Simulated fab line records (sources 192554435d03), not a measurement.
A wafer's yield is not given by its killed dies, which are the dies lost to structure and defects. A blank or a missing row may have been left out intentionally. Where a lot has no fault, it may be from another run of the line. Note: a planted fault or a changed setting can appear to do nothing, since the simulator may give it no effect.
fab line records -- flow n5-finfet
record: lots: 8, wafers: 24, last-day: 18
route steps=1938 shown GATE_CUT@469 BEOL_M4@1111 PASSIVATION@1936
lots that met no fault: taken from a fault-free run of the same line
start-h: hours from the record's opening day to when the first of the lot's shown wafers began -- wait-h: hours since the lot's step before -- " the same as in the row above -- L1.1+2: a row that stands for several wafers -- - value missing, or start not given -- * or withheld: withheld -- < > ~ a bound
route shown NAME@n: a module of which the file shows steps, and the number in the route of the first -- usual: average and standard deviation across the fault-free wafers -- same: alike in all rows -- chamber/n: place in a boat -- sites: readings site by site -- _std_site: standard deviation across them -- _edge_site: outer sites' mean less inner sites' -- radius-mm: how far each site lies from the wafer's centre -- mask NAME#n: copy n -- behind: the tool/chamber that last shaped the wafer -- hold: the reason the lot was held/the length of the hold in hours/how it ended -- device: the transistor (n, p or np) that didn't switch -- end of line: the route-end tests of the same wafers -- where a step has no rows: the recipe by itself -- killed: count of dies lost to structure and defects at first sort (not the wafer's yield) -- map: a wafer's dies, x killed, . not, _ none there
set.NAME: setting as actually run; set.NAME@STEP: the setting as run at that earlier step -- model.NAME: the simulator's own value behind a step, which no gauge read
a sample of lots followed through the steps of the route, with each step as a table and each wafer as a row
services: when a tool's chamber went out of use (start-h, in hours from the record's first day, below 0 if earlier), for how many hours, and the reason
== steps ==
step: N5_GATE_CUT_ETCH_58
recipe: chemistry: CH3F/O2, target: SiNx, target-depth-a: 170, time-s: 128.6, ion-energy-ev: 50, pressure-mtorr: 30, source-w: 415, bias-w: 21, Ar_flow_sccm: 150, CH3F_flow_sccm: 30, O2_flow_sccm: 20
usual: drypump-motor-current-A: 5.8/0.43, oes-product-au: 0.77/0.068, rf-vpp-V: 99.0/0.9, showerhead-plenum-p-Torr: 2.00/0.071, throttle-valve-pct: 16.36/0.21
lot.wafer,tool,chamber,start-h,wait-h,drypump-motor-current-A,oes-product-au,rf-hours-counter-h,rf-vpp-V,showerhead-plenum-p-Torr,throttle-valve-pct
L833.2,rie-diel-05,0,98.21,0.0,6.3,0.73,184,97.7,1.91,16.36
L833.4,rie-diel-05,1,98.21,0.0,5.8,0.78,151,99.5,1.99,16.43
L833.6,rie-diel-05,1,98.21,0.0,5.8,0.79,-,98.5,1.99,16.41
L834.3,rie-diel-04,1,99.57,0.2,5.2,0.86,63,100.4,2.04,16.50
L834.4,rie-diel-04,0,99.57,0.2,5.1,0.76,130,98.3,1.91,16.47
L834.5,rie-diel-04,1,99.57,0.2,5.2,0.86,-,99.9,2.04,16.51
L841.2,rie-diel-03,0,146.06,0.2,5.9,0.83,78,99.7,2.10,16.29
L841.4,rie-diel-03,0,146.06,0.2,5.9,0.83,-,99.1,2.10,16.29
L841.5,rie-diel-03,2,146.06,0.2,5.8,0.72,-,97.6,1.90,16.39
L844.4,rie-diel-03,3,161.84,0.0,5.6,0.94,4,98.7,2.04,15.98
L844.5,rie-diel-03,0,161.84,0.0,5.9,0.82,-,98.5,2.10,16.32
L844.6,rie-diel-03,1,161.84,0.0,5.2,0.80,-,96.9,1.96,16.05
L845.1,rie-diel-04,3,164.35,0.0,5.9,0.95,16,99.5,2.12,15.88
L845.2,rie-diel-04,2,164.35,0.0,6.1,0.70,218,98.3,1.98,16.61
L845.6,rie-diel-04,1,164.35,0.0,5.2,0.83,-,99.6,2.03,16.55
L846.1,rie-diel-04,2,172.04,0.1,6.1,0.69,222,98.8,1.98,16.61
L846.3,rie-diel-04,0,172.04,0.1,5.1,0.73,160,98.7,1.90,16.50
L846.5,rie-diel-04,1,172.04,0.1,5.2,0.82,-,99.6,2.03,16.56
L853.1,rie-diel-04,1,217.30,0.0,5.2,0.81,107,98.5,2.03,16.59
L853.3,rie-diel-04,0,217.30,0.0,5.1,0.72,177,100.1,1.90,16.55
L853.5,rie-diel-04,2,217.30,0.0,6.1,0.68,-,100.3,1.98,16.64
L854.2,rie-diel-05,1,225.56,0.0,5.8,0.73,193,100.7,1.98,16.50
L854.3,rie-diel-05,0,225.56,0.0,6.3,0.70,227,98.0,1.90,16.44
L854.4,rie-diel-05,2,225.56,0.0,6.3,0.73,181,98.6,2.00,16.23
step: N5_GATE_CUT_PECVD_57
recipe: material: SiNx, target-thk-a: 210, temp-c: 400, precursor: SiH4/NH3/N2, pressure-torr: 1.5, rf-w: 300
usual: heater-power-w: 827/94, showerhead-plenum-p-Torr: 5.18/0.11, showerhead-vpp-V: 1115/56, susceptor-temp-C: 399.96/0.22, throttle-valve-pct: 40.0/2.1
lot.wafer,tool,chamber,start-h,wait-h,heater-power-w,showerhead-plenum-p-Torr,showerhead-vpp-V,susceptor-temp-C,throttle-valve-pct
L833.2,pecvd-01,0,100.73,1.1,673,5.29,1030,400.08,39.6
L833.4,pecvd-01,0,100.73,1.1,667,5.29,1030,400.14,39.6
L833.6,pecvd-01,2,100.73,1.1,1034,5.17,1114,400.01,42.0
L834.3,pecvd-02,2,102.18,1.1,770,5.17,1156,399.84,37.2
L834.4,pecvd-02,0,102.18,1.1,809,5.24,1099,399.97,38.6
L834.5,pecvd-02,1,102.18,1.1,829,4.99,1140,400.16,43.2
L841.2,pecvd-04,0,148.69,1.1,651,5.18,945,400.16,38.5
L841.4,pecvd-04,2,148.69,1.1,773,5.22,1115,399.81,39.3
L841.5,pecvd-04,1,148.69,1.1,763,5.11,1060,399.45,39.7
L844.4,pecvd-01,2,164.87,1.1,1018,5.15,1116,399.86,42.5
L844.5,pecvd-01,1,164.87,1.1,853,5.30,1191,400.08,39.3
L844.6,pecvd-01,0,164.87,1.1,776,5.31,1028,399.91,39.7
L845.1,pecvd-04,1,166.87,1.1,793,5.11,1075,400.02,39.3
L845.2,pecvd-04,0,166.87,1.1,705,5.17,958,399.64,38.5
L845.6,pecvd-04,0,166.87,1.1,693,5.18,962,399.95,38.6
L846.1,pecvd-02,1,175.45,1.1,825,4.99,1146,399.83,43.5
L846.3,pecvd-02,2,175.45,1.1,759,5.19,1181,399.86,37.1
L846.5,pecvd-02,1,175.45,1.1,829,4.97,1158,399.61,43.2
L853.1,pecvd-04,1,219.81,1.1,781,5.11,1053,400.14,39.5
L853.3,pecvd-04,2,219.81,1.1,812,5.24,1116,400.51,39.2
L853.5,pecvd-04,2,219.81,1.1,784,5.23,1108,400.05,39.2
L854.2,pecvd-01,2,228.08,1.1,1050,5.15,1137,400.24,42.8
L854.3,pecvd-01,1,228.08,1.1,949,5.30,1179,399.91,39.5
L854.4,pecvd-01,0,228.08,1.1,766,5.29,1046,400.01,39.9
step: N5_GATE_CUT_ETCH_28
recipe: chemistry: N2/H2, target: underlayer, target-depth-a: 130, mask-material: CAR-EUV, time-s: 10.4, ion-energy-ev: 200, pressure-mtorr: 30, source-w: 840, bias-w: 150, n2-flow-sccm: 200, h2-flow-sccm: 200, ends: cleared
usual: drypump-motor-current-A: 5.8/0.44, etch-rf-on-time-s: 10.35/0.22, h2-flow-sccm: 199.9/0.59, oes-product-au: 0.66/0.059, rf-vpp-V: 523.6/2.7, showerhead-plenum-p-Torr: 2.53/0.092, throttle-valve-pct: 17.90/0.21
lot.wafer,tool,chamber,start-h,wait-h,drypump-motor-current-A,etch-rf-on-time-s,h2-flow-sccm,oes-product-au,rf-hours-counter-h,rf-vpp-V,showerhead-plenum-p-Torr,throttle-valve-pct
L833.2,rie-diel-04,1,102.96,0.0,5.2,9.93,198.9,0.74,66,525.6,2.57,17.95
L833.4,rie-diel-04,0,102.96,0.0,5.2,10.20,199.8,0.66,-,521.8,2.44,18.04
L833.6,rie-diel-04,2,102.96,0.0,6.1,10.73,200.7,0.62,-,522.0,2.52,18.01
L834.3,rie-diel-04,1,104.30,0.0,5.2,10.04,199.6,0.73,66,525.0,2.57,17.95
L834.4,rie-diel-04,0,104.30,0.0,5.1,10.22,199.9,0.66,-,521.0,2.44,18.05
L834.5,rie-diel-04,1,104.30,0.0,5.2,9.95,199.6,0.74,-,524.4,2.57,17.96
L841.2,rie-diel-05,1,149.72,0.0,5.8,10.52,200.4,0.65,169,524.6,2.55,18.14
L841.4,rie-diel-05,3,149.72,0.0,6.1,10.30,200.4,0.62,176,526.7,2.63,18.01
L841.5,rie-diel-05,3,149.72,0.0,6.1,10.30,199.4,0.62,-,527.7,2.63,18.05
L844.4,rie-diel-04,1,167.51,0.0,5.2,18.09,200.9,0.53,90,525.3,2.56,17.96
L844.5,rie-diel-04,2,167.51,0.0,6.1,10.77,199.1,0.59,-,524.1,2.51,18.03
L844.6,rie-diel-04,1,167.51,0.0,5.2,9.88,199.6,0.71,-,525.8,2.56,18.02
L845.1,rie-diel-05,1,168.18,0.0,5.8,10.48,198.7,0.64,174,524.0,2.55,18.13
L845.2,rie-diel-05,3,168.18,0.0,6.1,10.31,200.1,0.62,182,526.5,2.63,18.05
L845.6,rie-diel-05,0,168.18,0.0,6.3,10.33,199.2,0.61,-,519.9,2.42,17.98
L846.1,rie-diel-04,1,176.35,0.0,5.2,10.05,199.4,0.70,93,525.6,2.56,18.00
L846.3,rie-diel-04,2,176.35,0.0,6.1,19.72,199.9,0.44,223,521.4,2.50,18.01
L846.5,rie-diel-04,3,176.35,0.0,5.9,10.39,200.3,0.79,-,527.7,2.69,17.38
L853.1,rie-diel-05,2,220.74,0.0,6.3,10.24,200.4,0.63,179,524.4,2.53,17.79
L853.3,rie-diel-05,3,220.74,0.0,6.1,10.38,200.1,0.61,199,526.5,2.62,18.08
L853.5,rie-diel-05,0,220.74,0.0,6.3,10.33,200.5,0.60,-,518.4,2.41,18.00
L854.2,rie-diel-03,0,229.12,0.0,5.8,10.29,199.8,0.69,104,529.4,2.70,18.02
L854.3,rie-diel-03,1,229.12,0.0,5.1,10.47,200.3,0.67,95,523.2,2.47,17.54
L854.4,rie-diel-03,3,229.12,0.0,5.7,10.56,199.9,0.76,25,525.9,2.61,17.64
step: N5_GATE_CUT_ETCH_19
recipe: chemistry: CH3F/O2, target: SiNx, mask-material: SiO2, target-depth-a: 537, time-s: 76.7, pressure-mtorr: 30, source-w: 395, bias-w: 73, Ar_flow_sccm: 150, CH3F_flow_sccm: 30, O2_flow_sccm: 20, ion-energy-ev: 120, ends: cleared
usual: drypump-motor-current-A: 5.8/0.43, etch-rf-on-time-s: 76.8/1.3, oes-product-au: 0.66/0.059, rf-vpp-V: 297/7.6, showerhead-plenum-p-Torr: 2.00/0.069, throttle-valve-pct: 16.40/0.2
lot.wafer,tool,chamber,start-h,wait-h,drypump-motor-current-A,etch-rf-on-time-s,oes-product-au,rf-hours-counter-h,rf-vpp-V,showerhead-plenum-p-Torr,throttle-valve-pct
L833.2,rie-diel-04,1,103.21,0.0,5.2,75.0,0.73,66,294,2.04,16.54
L833.4,rie-diel-04,0,103.21,0.0,5.1,76.7,0.65,-,288,1.91,16.50
L833.6,rie-diel-04,2,103.21,0.0,6.1,79.3,0.60,-,296,1.99,16.59
L834.3,rie-diel-04,1,104.56,0.0,5.2,75.8,0.72,67,292,2.04,16.55
L834.4,rie-diel-04,0,104.56,0.0,5.1,76.4,0.65,-,289,1.91,16.51
L834.5,rie-diel-04,1,104.56,0.0,5.2,75.6,0.72,-,293,2.04,16.53
L841.2,rie-diel-05,1,149.97,0.0,5.8,77.9,0.64,170,291,1.98,16.49
L841.4,rie-diel-05,3,149.97,0.0,6.1,76.4,0.62,176,313,2.07,16.50
L841.5,rie-diel-05,3,149.97,0.0,6.1,77.0,0.62,-,312,2.07,16.52
L844.4,rie-diel-04,1,167.76,0.0,5.2,75.2,0.70,90,291,2.03,16.59
L844.5,rie-diel-04,2,167.76,0.0,6.1,79.1,0.59,-,294,1.98,16.64
L844.6,rie-diel-04,1,167.76,0.0,5.2,75.8,0.70,-,292,2.03,16.58
L845.1,rie-diel-05,1,168.43,0.0,5.8,77.2,0.65,175,290,1.98,16.50
L845.2,rie-diel-05,3,168.43,0.0,6.1,76.7,0.62,182,313,2.07,16.54
L845.6,rie-diel-05,0,168.43,0.0,6.3,75.9,0.61,-,302,1.90,16.44
L846.1,rie-diel-04,1,176.60,0.0,5.2,75.2,0.70,93,291,2.03,16.59
L846.3,rie-diel-04,2,176.60,0.0,6.1,79.3,0.59,223,292,1.98,16.64
L846.5,rie-diel-04,3,176.60,0.0,5.9,76.2,0.79,-,304,2.12,15.93
L853.1,rie-diel-05,2,220.99,0.0,6.3,77.2,0.63,179,298,2.00,16.27
L853.3,rie-diel-05,3,220.99,0.0,6.1,77.1,0.60,199,311,2.07,16.58
L853.5,rie-diel-05,0,220.99,0.0,6.3,76.6,0.60,-,302,1.90,16.47
L854.2,rie-diel-03,0,229.37,0.0,5.8,76.4,0.69,104,291,2.09,16.37
L854.3,rie-diel-03,1,229.37,0.0,5.2,77.5,0.66,95,294,1.95,16.13
L854.4,rie-diel-03,3,229.37,0.0,5.6,77.9,0.76,25,307,2.04,16.04
step: N5_BEOL_M4_RC_MEAS_101
usual: DIBL_N: 36.1/1.6, DIBL_P: 36.6/1.9, IOFF_N: 0.160/0.026, IOFF_P: 0.210/0.028, ION_N: 677/10, ION_P: 464/6.9, SS_N: 71.4/0.56, SS_P: 73.3/0.61, VT_N: 249.1/2.6, VT_P: -250/3.3
lot.wafer,tool,chamber,start-h,wait-h,DIBL_N[mV/V],DIBL_P[mV/V],IOFF_N[nA/um],IOFF_P[nA/um],ION_N[uA/um],ION_P[uA/um],SS_N[mV/dec],SS_P[mV/dec],VT_N[mV],VT_P[mV]
L833.2,prober-01,0,181.88,0.2,36.4,38.0,0.166,0.235,695,483,71.1,73.5,247.1,-245
L833.4,prober-01,0,181.88,0.2,34.7,36.5,0.136,0.211,672,472,71.5,72.5,252.0,-249
L833.6,prober-01,0,181.88,0.2,35.3,36.5,0.143,0.214,683,473,71.5,73.6,250.8,-247
L834.3,prober-02,0,200.77,0.3,34.4,35.0,0.161,0.204,690,473,71.0,72.9,247.3,-247
L834.4,prober-02,0,200.77,0.3,36.9,36.6,0.190,0.235,685,468,71.5,72.9,247.2,-249
L834.5,prober-02,0,200.77,0.3,34.8,35.4,0.161,0.207,683,470,71.2,72.8,247.0,-248
L841.2,prober-02,0,238.73,0.2,37.1,38.9,0.188,0.238,682,469,71.4,73.8,248.1,-248
L841.4,prober-02,0,238.73,0.2,33.0,33.9,0.120,0.171,656,458,70.5,72.0,250.7,-250
L841.5,prober-02,0,238.73,0.2,33.2,33.5,0.129,0.158,666,454,70.8,72.4,251.3,-256
L844.4,prober-01,0,262.42,0.5,37.1,38.9,0.179,0.216,680,464,71.5,74.3,247.0,-249
L844.5,prober-01,0,262.42,0.5,35.1,35.9,0.148,0.180,679,460,71.3,73.1,249.2,-254
L844.6,prober-01,0,262.42,0.5,37.8,38.4,0.194,0.211,690,462,71.9,73.8,246.3,-252
L845.1,prober-02,0,262.48,0.0,37.6,37.1,0.191,0.259,674,469,71.7,73.2,246.3,-245
L845.2,prober-02,0,262.48,0.0,37.8,37.5,0.195,0.257,674,465,70.7,73.8,244.4,-245
L845.6,prober-02,0,262.48,0.0,37.4,38.6,0.199,0.282,681,483,71.6,73.4,243.6,-244
L846.1,prober-01,0,279.12,0.0,37.5,37.3,0.176,0.220,680,462,71.5,73.9,245.7,-252
L846.3,prober-01,0,279.12,0.0,38.2,38.2,0.191,0.222,688,463,71.8,74.1,247.6,-250
L846.5,prober-01,0,279.12,0.0,35.3,34.5,0.139,0.180,671,461,70.9,73.6,250.8,-254
L853.1,prober-02,0,295.72,0.0,35.4,33.3,0.125,0.197,661,459,71.2,73.2,252.5,-250
L853.3,prober-02,0,295.72,0.0,34.4,33.6,0.127,0.199,671,469,70.7,73.0,251.0,-249
L853.5,prober-02,0,295.72,0.0,36.7,35.4,0.148,0.233,662,463,71.7,73.4,249.6,-249
L854.2,prober-02,0,328.55,0.2,35.3,35.8,0.152,0.208,679,467,72.3,73.2,248.8,-248
L854.3,prober-02,0,328.55,0.2,34.2,35.1,0.135,0.202,671,462,71.0,72.5,247.0,-249
L854.4,prober-02,0,328.55,0.2,36.9,38.2,0.194,0.246,687,473,71.9,73.0,243.7,-244
step: N5_PASSIVATION_PROBE_49
usual: defect-limited-yield: 91.3/1.5, killed_at_M0_to_M3: 34/10, killed_at_M4_up: 13/4.9, killed-at-contacts: 13/6.1, killed-at-front-end: 39/13, killed-at-other: 4.1/2.7, killed-dies: 103/18, killed-open: 68/13, killed-short: 32/7.6, sort_bin_5_function: 5.2/1, sort_bin_6_memory: 3.2/0.75, sort-n-pass: 1077/18, sort-yield-pct: 91.3/1.5
same: gross-dies: 1180, killed-at-back-side: 0, sort_bin_4_leakage[%]: 0, sort_bin_8_speed[%]: 0
lot.wafer,tool,chamber,start-h,wait-h,defect-limited-yield[%],killed_at_M0_to_M3,killed_at_M4_up,killed-at-contacts,killed-at-front-end,killed-at-other,killed-dies,killed-open,killed-short,sort_bin_5_function[%],sort_bin_6_memory[%],sort-n-pass,sort-yield-pct[%]
L841.2,prober-02,-,345.38,0.1,91.2,41,15,11,30,7,104,67,34,4.9,3.6,1076,91.2
L841.4,prober-02,-,345.48,0.2,91.4,31,13,16,37,5,102,67,31,5.3,3.1,1078,91.4
L841.5,prober-02,-,345.53,0.2,91.0,52,10,12,29,3,106,61,42,5.8,3.0,1074,91.0
L844.4,prober-02,-,367.51,0.2,89.9,49,16,13,36,5,119,78,36,5.6,3.8,1061,89.9
L844.5,prober-02,-,367.56,0.2,88.5,28,10,10,81,7,136,96,37,6.9,4.4,1044,88.5
L844.6,prober-02,-,367.61,0.3,90.4,36,5,10,50,12,113,64,43,5.6,3.1,1067,90.4
L845.1,prober-02,-,378.56,0.0,92.0,39,6,15,31,3,94,65,28,4.7,3.1,1086,92.0
L845.2,prober-02,-,378.61,0.1,89.5,47,14,18,43,2,124,89,31,6.9,3.5,1056,89.5
L845.6,prober-02,-,378.81,0.3,89.4,55,20,4,37,9,125,81,43,5.6,4.7,1055,89.4
L846.1,prober-02,-,395.72,0.0,92.5,25,20,13,27,3,88,55,31,4.7,2.3,1092,92.5
L846.5,prober-02,-,395.92,0.2,92.8,26,10,7,41,1,85,44,35,3.6,2.7,1095,92.8
killed by level:class
L841.2 MOL_CONTACT_COAG:geometric-particle:open=9 BEOL_M1:geometric-particle:open=8 BEOL_M0_SAQP:geometric-particle:open=7 BEOL_M0_SAQP:geometric-particle:short=7 FIN_SAQP:geometric-particle:short=6 STI_FIN_REVEAL:geometric-particle:open=6 BEOL_M3:geometric-particle:open=6 GATE_CUT:geometric-particle:short=4
L841.4 MOL_CONTACT_COAG:geometric-particle:open=13 BEOL_M0_SAQP:geometric-particle:short=9 BEOL_M1:geometric-particle:open=8 BEOL_M4:geometric-particle:open=8 FIN_SAQP:geometric-particle:short=7 DUMMY_GATE:geometric-particle:open=6 FIN_SAQP:geometric-particle:open=5 GATE_CUT:geometric-particle:open=5
L841.5 BEOL_M0_SAQP:geometric-particle:open=13 BEOL_M3:geometric-particle:open=12 BEOL_M0_SAQP:geometric-particle:short=11 BEOL_M1:geometric-particle:open=9 STI_FIN_REVEAL:geometric-particle:open=6 MOL_CONTACT_COAG:geometric-particle:open=6 MOL_CONTACT_COAG:geometric-particle:short=6 STARTING-WAFER:geometric-particle:short=5
L844.4 STI_FIN_REVEAL:geometric-particle:open=14 BEOL_M0_SAQP:geometric-particle:short=10 BEOL_M1:geometric-particle:open=10 MOL_CONTACT_COAG:geometric-particle:short=7 BEOL_M0_SAQP:geometric-particle:open=7 BEOL_M2:geometric-particle:open=7 BEOL_M0:geometric-particle:open=6 BEOL_M4:geometric-particle:open=6
L844.5 STI_FIN_REVEAL:geometric-particle:open=34 FIN_SAQP:geometric-particle:open=13 STI_FIN_REVEAL:geometric-particle:short=9 MOL_CONTACT_COAG:geometric-particle:open=9 BEOL_M1:geometric-particle:open=7 GATE_CUT:geometric-particle:short=5 BEOL_M0_SAQP:geometric-particle:short=5 BEOL_M4:geometric-particle:open=4
L844.6 FIN_SAQP:geometric-particle:short=9 FIN_SAQP:geometric-particle:open=8 STI_FIN_REVEAL:geometric-particle:open=8 MOL_CONTACT_COAG:geometric-particle:open=8 BEOL_M0:geometric-particle:open=7 BEOL_M0_SAQP:geometric-particle:open=6 BEOL_M1:geometric-particle:open=6 PAD_METAL:geometric-particle:short=6
L845.1 MOL_CONTACT_COAG:geometric-particle:open=13 BEOL_M0_SAQP:geometric-particle:short=9 STI_FIN_REVEAL:geometric-particle:open=8 BEOL_M3:geometric-particle:open=8 FIN_SAQP:geometric-particle:open=6 GATE_CUT:geometric-particle:short=6 BEOL_M0:geometric-particle:open=6 BEOL_M0_SAQP:geometric-particle:open=5
L845.2 MOL_CONTACT_COAG:geometric-particle:open=14 BEOL_M2:geometric-particle:open=10 BEOL_M4:geometric-particle:open=9 BEOL_M0_SAQP:geometric-particle:short=9 BEOL_M0_SAQP:geometric-particle:open=9 STI_FIN_REVEAL:geometric-particle:open=8 BEOL_M1:geometric-particle:open=8 DUMMY_GATE:geometric-particle:open=7
L845.6 BEOL_M0_SAQP:geometric-particle:short=13 BEOL_M2:geometric-particle:open=11 BEOL_M0_SAQP:geometric-particle:open=11 BEOL_M4:geometric-particle:open=11 FIN_SAQP:geometric-particle:open=10 GATE_CUT:geometric-particle:short=7 FIN_SAQP:geometric-particle:short=6 BEOL_M1:geometric-particle:open=6
L846.1 BEOL_M4:geometric-particle:open=14 FIN_SAQP:geometric-particle:short=10 MOL_CONTACT_COAG:geometric-particle:open=8 BEOL_M0_SAQP:geometric-particle:open=6 BEOL_M2:geometric-particle:open=6 FIN_SAQP:geometric-particle:open=5 MOL_CONTACT_COAG:geometric-particle:short=5 BEOL_M1:geometric-particle:open=4
L846.5 FIN_SAQP:geometric-particle:short=17 BEOL_M4:geometric-particle:open=8 FIN_SAQP:geometric-particle:open=7 MOL_CONTACT_COAG:geometric-particle:open=7 BEOL_M2:geometric-particle:open=5 BEOL_M3:geometric-particle:open=5 STARTING-WAFER:geometric-particle:short=4 GATE_CUT:geometric-particle:short=3
== services ==
tool,chamber,start-h,hours,kind
pecvd-04,-,81.78,0.9,repair
rie-diel-03,-,96.86,14.6,pm
rie-diel-04,3,99.76,-,clean
rie-diel-04,3,99.76,-,consumable-replace:focus-ring
rie-diel-04,3,99.76,-,consumable-replace:showerhead
rie-diel-04,3,99.76,17.5,scheduled-down
rie-diel-04,3,99.76,17.5,vent-cycle
pecvd-01,-,104.10,0.7,repair
pecvd-01,0,107.29,2.1,scheduled-down
pecvd-01,-,119.51,1.3,repair
rie-diel-03,3,129.20,-,clean
rie-diel-03,3,129.20,-,consumable-replace:focus-ring
rie-diel-03,3,129.20,19.4,scheduled-down
rie-diel-03,3,129.20,19.4,vent-cycle
rie-diel-03,1,132.78,6.3,repair
pecvd-02,-,156.60,0.3,repair
rie-diel-04,2,157.27,4.0,repair
rie-diel-03,-,163.67,4.3,pm
pecvd-01,-,184.12,2.8,pm
rie-diel-04,3,192.54,5.8,repair
rie-diel-03,0,213.96,5.6,repair
pecvd-04,0,217.28,2.1,scheduled-down
pecvd-04,2,225.36,2.1,scheduled-down
rie-diel-05,-,227.00,2.8,pm
== key ==
first-sign: step: N5_GATE_CUT_ETCH_28, reading: etch-rf-on-time-s, direction: up, sigmas: 39, usual: *, struck: *
effect: step: N5_GATE_CUT_ETCH_28, reading: oes-product-au, direction: down, sigmas: 3, usual: 0.66, struck: 0.49
met-at N5_GATE_CUT_ETCH_28
struck-lots L844,L846
struck-wafers L844.4,L846.3
not-acting-at N5_GATE_CUT_ETCH_58,N5_GATE_CUT_PECVD_57,N5_GATE_CUT_ETCH_19
onset-between 104.30 167.51
fault: kind: process-parameter-drift, tool: rie-diel-04, chamber: -, onset-h: 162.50, steps: N5_GATE_CUT_ETCH_28, channel: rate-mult, offset: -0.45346, shape: step, end-h: 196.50, scope: struck-wafers-only
